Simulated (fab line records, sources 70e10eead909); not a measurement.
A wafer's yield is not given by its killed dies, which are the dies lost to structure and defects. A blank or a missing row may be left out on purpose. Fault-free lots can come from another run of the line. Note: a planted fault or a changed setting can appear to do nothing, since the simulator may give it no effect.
Which of the tools did it? + flow nand harc + 13 lots, 39 wafers sampled, at 5 steps of a route of 1302

## WHAT THE GAUGES SHOWED, per wafer
NHARC_END_SORT_01. Usual: killed at array 54, standard deviation 18; killed at other 0.9, standard deviation 1.2; killed at periphery 4.4, standard deviation 2.9; killed dies 59, standard deviation 18; killed open 3.2, standard deviation 1.8; killed short 2.6, standard deviation 1.8.
| lot  | measured     | on        | killed at array | killed at other | killed at periphery | killed dies | killed open | killed short | flag |
|------|--------------|-----------|-----------------|-----------------|---------------------|-------------|-------------|--------------|------|
| L702 | day 25 06:27 | prober-01 | 27 24 26        | 1 1 2           | 3 5 1               | 31 30 29    | 3 2 1       | 2 1 3        |      |
| L704 | day 25 08:48 | prober-02 | 51 65 67        | 2 1 1           | 7 6 4               | 60 72 72    | 4 4 3       | 3 2 1        |      |
| L705 | day 26 01:59 | prober-01 | 72 83 70        | 1 1 4           | 11 6 2              | 84 90 76    | 2 2 3       | 7 3 0        |      |
| L710 | day 28 17:14 | prober-02 | 63 53 50        | 3 0 6           | 3 2 1               | 69 55 57    | 4 3 7       | 6 2 2        |      |
| L706 | day 29 00:13 | prober-02 | 44 55 52        | 0 0 4           | 2 2 1               | 46 57 57    | 3 1 2       | 5 1 2        |      |
| L712 | day 29 14:12 | prober-01 | 54 69 44        | 1 0 0           | 4 7 3               | 59 76 47    | 1 4 3       | 3 3 1        |      |
| L708 | day 29 19:08 | prober-02 | 49 61 66        | 0 0 0           | 13 13 10            | 62 74 76    | 2 3 5       | 5 4 3        |      |
| L713 | day 30 18:10 | prober-01 | 49 49 62        | 0 1 0           | 6 4 4               | 55 54 66    | 5 1 3       | 2 3 6        |      |
| L715 | day 31 08:12 | prober-02 | 48 43 46        | 0 1 0           | 6 2 3               | 54 46 49    | 4 3 3       | 2 1 1        |      |
| L716 | day 31 09:53 | prober-01 | 676 675 677     | 1 0 0           | 0 2 0               | 677 677 677 | 4 4 3       | 1 1 2        | OFF  |
| L717 | day 31 18:24 | prober-02 | 674 673 673     | 0 0 0           | 3 4 4               | 677 677 677 | 2 2 4       | 1 3 2        | OFF  |
| L718 | day 31 16:09 | prober-01 | 668 672 671     | 3 0 1           | 6 5 5               | 677 677 677 | 3 4 2       | 6 2 2        | OFF  |
| L725 | day 36 00:13 | prober-02 | 20 19 34        | 1 2 3           | 2 3 2               | 23 24 39    | 1 2 5       | 3 1 1        |      |

## WHICH TOOL RAN EACH LOT (tool, then ch and the chambers of the sampled wafers, then the start)
| lot  | NHARC_A_CONTACT_ETCH_116             | NHARC_A_CONTACT_ETCH_119             | NHARC_A_CONTACT_STRIP_55           | NHARC_A_CONTACT_DEP_57        |
|------|--------------------------------------|--------------------------------------|------------------------------------|-------------------------------|
| L702 | har cap etch-02 ch 1, day 22 03:34   | har cap etch-02 ch 1, day 22 04:05   | rie diel-04 ch 0,1, day 22 06:25   | acl dep-03 ch 0, day 22 08:10 |
| L704 | har cap etch-02 ch 0, day 22 09:42   | har cap etch-02 ch 0, day 22 10:23   | rie diel-04 ch 1,3, day 22 13:02   | acl dep-02 ch 0, day 22 15:49 |
| L705 | har cap etch-03 ch 0,1, day 23 07:10 | har cap etch-03 ch 0,1, day 23 07:40 | rie diel-01 ch 0,1,3, day 23 10:01 | acl dep-03 ch 0, day 23 10:31 |
| L710 | har cap etch-03 ch 0,1, day 25 12:03 | har cap etch-03 ch 0,1, day 25 12:34 | rie diel-04 ch 1,2,3, day 25 14:51 | acl dep-01 ch 0, day 25 17:13 |
| L706 | har cap etch-01 ch 0, day 25 19:56   | har cap etch-01 ch 0, day 25 20:27   | rie diel-01 ch 2,3, day 25 22:45   | acl dep-02 ch 0, day 26 03:04 |
| L712 | har cap etch-02 ch 0,1, day 26 04:02 | har cap etch-02 ch 0,1, day 26 04:32 | rie diel-04 ch 0,1,2, day 26 06:46 | acl dep-03 ch 0, day 26 16:59 |
| L708 | har cap etch-02 ch 0,1, day 26 11:25 | har cap etch-02 ch 0,1, day 26 11:56 | rie diel-04 ch 0,2, day 26 14:38   | acl dep-03 ch 0, day 26 22:07 |
| L713 | har cap etch-01 ch 0,1, day 27 07:58 | har cap etch-01 ch 0,1, day 27 08:29 | rie diel-10 ch 0,1,3, day 27 10:44 | acl dep-02 ch 0, day 27 17:39 |
| L715 | har cap etch-02 ch 0,1, day 27 17:50 | har cap etch-02 ch 0,1, day 27 18:22 | rie diel-01 ch 1,3, day 27 20:41   | acl dep-02 ch 0, day 28 05:33 |
| L716 | har cap etch-01 ch 0,1, day 27 18:03 | har cap etch-01 ch 0,1, day 27 18:34 | rie diel-01 ch 1,2,3, day 27 20:56 | acl dep-03 ch 0, day 28 06:41 |
| L717 | har cap etch-03 ch 0,1, day 27 22:57 | har cap etch-03 ch 0,1, day 27 23:28 | rie diel-01 ch 2,3, day 28 02:31   | acl dep-02 ch 0, day 28 12:20 |
| L718 | har cap etch-01 ch 0,1, day 28 03:44 | har cap etch-01 ch 0,1, day 28 04:16 | rie diel-01 ch 0,2, day 28 06:29   | acl dep-01 ch 0, day 28 13:59 |
| L725 | har cap etch-03 ch 0,1, day 32 15:38 | har cap etch-03 ch 0,1, day 32 16:08 | rie diel-10 ch 1,2,3, day 32 18:23 | acl dep-01 ch 0, day 32 20:14 |
- NHARC_A_CONTACT_ETCH_116: etches the open film in C4F8/O2/Ar, time 190 s, target depth 1850 nm.
- NHARC_A_CONTACT_ETCH_119: etches the open film in C4F8/O2/Ar, time 190 s, target depth 1850 nm.
- NHARC_A_CONTACT_STRIP_55: strips in O2.
- NHARC_A_CONTACT_DEP_57: deposits aC, target thk 5300 nm.

## WHAT THE TOOLS THEMSELVES READ (means of the sampled wafers that have a number; where no wafer has one, the mark that the record gives instead)
NHARC_A_CONTACT_STRIP_55. Usual: chamber pressure mTorr 60.00 mTorr, standard deviation 0.055; drypump motor current A 5.9 A, standard deviation 0.62; oes product au 0.999 a.u., standard deviation 0.0087; rf vpp V 57.7 V, standard deviation 0.92; showerhead plenum p Torr 3.50 Torr, standard deviation 0.14; throttle valve pct 17.036 %, standard deviation 0.0097.
| lot  | tool        | chamber pressure mTorr (mTorr) | drypump motor current A (A) | oes product au (a.u.) | rf vpp V (V) | showerhead plenum p Torr (Torr) | throttle valve pct (%) | flag |
|------|-------------|--------------------------------|-----------------------------|-----------------------|--------------|---------------------------------|------------------------|------|
| L702 | rie diel-04 | 60.00                          | 5.9                         | 0.984                 | 57.5         | 3.64                            | 17.036                 |      |
| L704 | rie diel-04 | 60.01                          | 6.0                         | 0.993                 | 58.2         | 3.59                            | 17.035                 |      |
| L705 | rie diel-01 | 60.00                          | 6.4                         | 1.007                 | 58.6         | 3.47                            | 17.032                 |      |
| L710 | rie diel-04 | 60.04                          | 5.7                         | 1.001                 | 57.3         | 3.52                            | 17.040                 |      |
| L706 | rie diel-01 | 59.98                          | 5.3                         | 0.995                 | 57.7         | 3.44                            | 17.034                 |      |
| L712 | rie diel-04 | 60.05                          | 5.7                         | 1.004                 | 57.1         | 3.56                            | 17.039                 |      |
| L708 | rie diel-04 | 59.96                          | 5.9                         | 1.008                 | 58.6         | 3.60                            | 17.036                 |      |
| L713 | rie diel-10 | 60.05                          | 5.5                         | 1.005                 | 57.4         | 3.46                            | 17.030                 |      |
| L715 | rie diel-01 | 59.97                          | 6.3                         | 0.996                 | 56.5         | 3.36                            | 17.047                 |      |
| L716 | rie diel-01 | -                              | -                           | -                     | -            | -                               | -                      | OFF  |
| L717 | rie diel-01 | -                              | -                           | -                     | -            | -                               | -                      | OFF  |
| L718 | rie diel-01 | -                              | -                           | -                     | -            | -                               | -                      | OFF  |
| L725 | rie diel-10 | 59.98                          | 5.5                         | 1.005                 | 57.7         | 3.41                            | 17.033                 |      |

NHARC_A_CONTACT_DEP_57. Usual: susceptor temp C 400.07 C, standard deviation 0.23; throttle valve pct 35.000 %, standard deviation 0.01.
| lot  | tool       | susceptor temp C (C) | throttle valve pct (%) | flag |
|------|------------|----------------------|------------------------|------|
| L702 | acl dep-03 | 400.29               | 34.993                 |      |
| L704 | acl dep-02 | 399.85               | 34.996                 |      |
| L705 | acl dep-03 | 399.94               | 34.997                 |      |
| L710 | acl dep-01 | 399.99               | 34.998                 |      |
| L706 | acl dep-02 | -                    | 34.987                 | OFF  |
| L712 | acl dep-03 | -                    | 34.993                 | OFF  |
| L708 | acl dep-03 | 399.82               | 35.003                 |      |
| L713 | acl dep-02 | 400.00               | 35.002                 |      |
| L715 | acl dep-02 | 400.11               | 35.006                 |      |
| L716 | acl dep-03 | -                    | 35.006                 | OFF  |
| L717 | acl dep-02 | 400.17               | 35.000                 |      |
| L718 | acl dep-01 | -                    | 35.004                 | OFF  |
| L725 | acl dep-01 | 399.80               | 35.007                 |      |

## THE ANSWER, worked out from the rows above alone
Rule: a lot counts as off when the mean over its wafers that have a number is more than 3 standard deviations away from the usual mean. Also off: a lot with no number at a reading for which 4 or more lots have one. Where the step has rows for the other lots, those lots are counted as sound. First the gauges in route order, then the tools' own readings, where a lot's mean is used as printed above. At the first step where some lot is off, the reading lying furthest off is the one used; lots without a number count as furthest.
Off, at NHARC_END_SORT_01 on killed at array: L716, L717, L718.
If a tool, at a process step before that reading, ran all the lots that are off and no sound lot after the first of them, it fits. Not tried: the gauges at NHARC_END_SORT_01; whatever is off there is also off at NHARC_A_CONTACT_STRIP_55, on other tools, and gauge error can't account for it. One fits: rie diel-01 at NHARC_A_CONTACT_STRIP_55. A fault onset in the window from L715 (day 27 20:41, its last sound lot) to L716 (day 27 20:56, its first lot off) fits.
Blank at NHARC_A_CONTACT_STRIP_55 on the lots that are off, where sound lots have numbers: chamber pressure mTorr, drypump motor current A, oes product au, rf vpp V, showerhead plenum p Torr, throttle valve pct.

## WHAT HAD BEEN PUT IN BY THE SIMULATOR
Entire step skipped (rie diel-01, NHARC_A_CONTACT_STRIP_55), from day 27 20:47 onward. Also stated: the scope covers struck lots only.
Struck lots among those shown: L716, L718, L717. Same finding as the rule above.
